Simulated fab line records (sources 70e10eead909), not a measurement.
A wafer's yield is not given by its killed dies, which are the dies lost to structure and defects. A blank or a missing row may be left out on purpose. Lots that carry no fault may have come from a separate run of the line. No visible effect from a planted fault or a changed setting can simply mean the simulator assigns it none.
Chamber matching + flow nand_harc + 4 sister chambers for NHARC_P_M1_STRIP_18 on rie_diel-02
The step strips in N2/H2. 30 wafers are shown with their chamber, then 12 later ones without.

== WAFERS WITH THEIR CHAMBER ==
| wafer  | chamber | drypump_motor_current_A (A) | oes_product_au (a.u.) | rf_vpp_V (V) |
|--------|---------|-----------------------------|-----------------------|--------------|
| L074.2 | 2       | 4.9                         | 0.999                 | 92.0         |
| L074.4 | 1       | 6.0                         | 0.998                 | 92.0         |
| L074.5 | 1       | 6.0                         | 1.008                 | 90.8         |
| L077.1 | 2       | 4.9                         | 0.993                 | 92.3         |
| L077.4 | 0       | 6.3                         | 1.005                 | 91.0         |
| L077.6 | 2       | 4.9                         | 1.000                 | 91.4         |
| L078.1 | 0       | 6.3                         | 1.006                 | 90.8         |
| L078.3 | 3       | 5.6                         | 1.014                 | 91.4         |
| L078.5 | 2       | 4.9                         | 0.994                 | 92.5         |
| L083.1 | 3       | 5.6                         | 0.994                 | 91.4         |
| L083.2 | 0       | 6.2                         | 0.979                 | 90.5         |
| L083.3 | 2       | 4.8                         | 1.009                 | 93.6         |
| L085.1 | 0       | 6.2                         | 0.980                 | 90.4         |
| L085.2 | 1       | 6.0                         | 1.005                 | 90.2         |
| L085.6 | 2       | 4.9                         | 0.986                 | 89.8         |
| L086.1 | 2       | 4.9                         | 0.979                 | 90.9         |
| L086.3 | 3       | 5.6                         | 1.008                 | 90.2         |
| L086.6 | 3       | 5.6                         | 1.002                 | 91.3         |
| L088.1 | 1       | 6.0                         | 1.014                 | 90.0         |
| L088.2 | 3       | 5.6                         | 1.014                 | 91.0         |
| L088.4 | 2       | 4.8                         | 0.977                 | 92.4         |
| L087.3 | 1       | 6.0                         | 1.002                 | 89.8         |
| L087.4 | 0       | 6.3                         | 0.964                 | 90.7         |
| L087.5 | 1       | 6.0                         | 1.003                 | 90.2         |
| L091.1 | 2       | 4.9                         | 1.005                 | 90.9         |
| L091.2 | 3       | 5.6                         | 1.006                 | 89.8         |
| L091.6 | 2       | 4.9                         | 1.002                 | 91.6         |
| L092.1 | 1       | 6.0                         | 1.004                 | 90.1         |
| L092.3 | 3       | 5.6                         | 0.999                 | 91.2         |
| L092.5 | 0       | 6.3                         | 0.979                 | 90.8         |

SIGNATURES, as means of the wafers listed above
| reading                 | chamber 0 | chamber 1 | chamber 2 | chamber 3 | scatter within a chamber |
|-------------------------|-----------|-----------|-----------|-----------|--------------------------|
| drypump_motor_current_A | 6.267     | 6.000     | 4.880     | 5.600     | 0.0336                   |
| oes_product_au          | 0.98550   | 1.00486   | 0.99440   | 1.00529   | 0.0106                   |
| rf_vpp_V                | 90.700    | 90.443    | 91.740    | 90.900    | 0.791                    |
Rule: a wafer's distance from a chamber is the root of the sum, over the readings, of the square of ((its reading less the chamber's mean) divided by the reading's scatter). The wafer belongs to the nearest chamber; if the next one is less than 2 further off, it can't be placed. The scatter is the square root of a quotient: the sum, over the shown wafers, of each reading's squared deviation from its chamber's mean, divided by wafers minus chambers.

== WAFERS WITHOUT THEIR CHAMBER ==
| wafer  | drypump_motor_current_A (A) | oes_product_au (a.u.) | rf_vpp_V (V) |
|--------|-----------------------------|-----------------------|--------------|
| L093.3 | 4.9                         | 0.999                 | 92.1         |
| L093.5 | 4.9                         | 0.994                 | 91.1         |
| L093.6 | 5.6                         | 1.003                 | 90.4         |
| L095.2 | 4.9                         | 1.012                 | 91.8         |
| L095.4 | 5.6                         | 1.002                 | 89.3         |
| L095.5 | 6.3                         | 0.989                 | 90.1         |
| L096.1 | 6.3                         | 0.984                 | 90.4         |
| L096.3 | 5.6                         | 1.022                 | 90.4         |
| L096.4 | 4.9                         | 1.010                 | 90.5         |
| L097.3 | 6.2                         | 0.989                 | 89.9         |
| L097.4 | 6.0                         | 0.998                 | 91.3         |
| L097.6 | 6.3                         | 0.987                 | 89.8         |

== EACH ONE'S CHAMBER ==
| wafer  | from the rows above | in truth |
|--------|---------------------|----------|
| L093.3 | 2                   | 2        |
| L093.5 | 2                   | 2        |
| L093.6 | 3                   | 3        |
| L095.2 | 2                   | 2        |
| L095.4 | 3                   | 3        |
| L095.5 | 0                   | 0        |
| L096.1 | 0                   | 0        |
| L096.3 | 3                   | 3        |
| L096.4 | 2                   | 2        |
| L097.3 | 0                   | 0        |
| L097.4 | 1                   | 1        |
| L097.6 | 0                   | 0        |
Correctly placed: 12 of 12. Left unplaced by these rows: 0. Wrongly placed: 0.
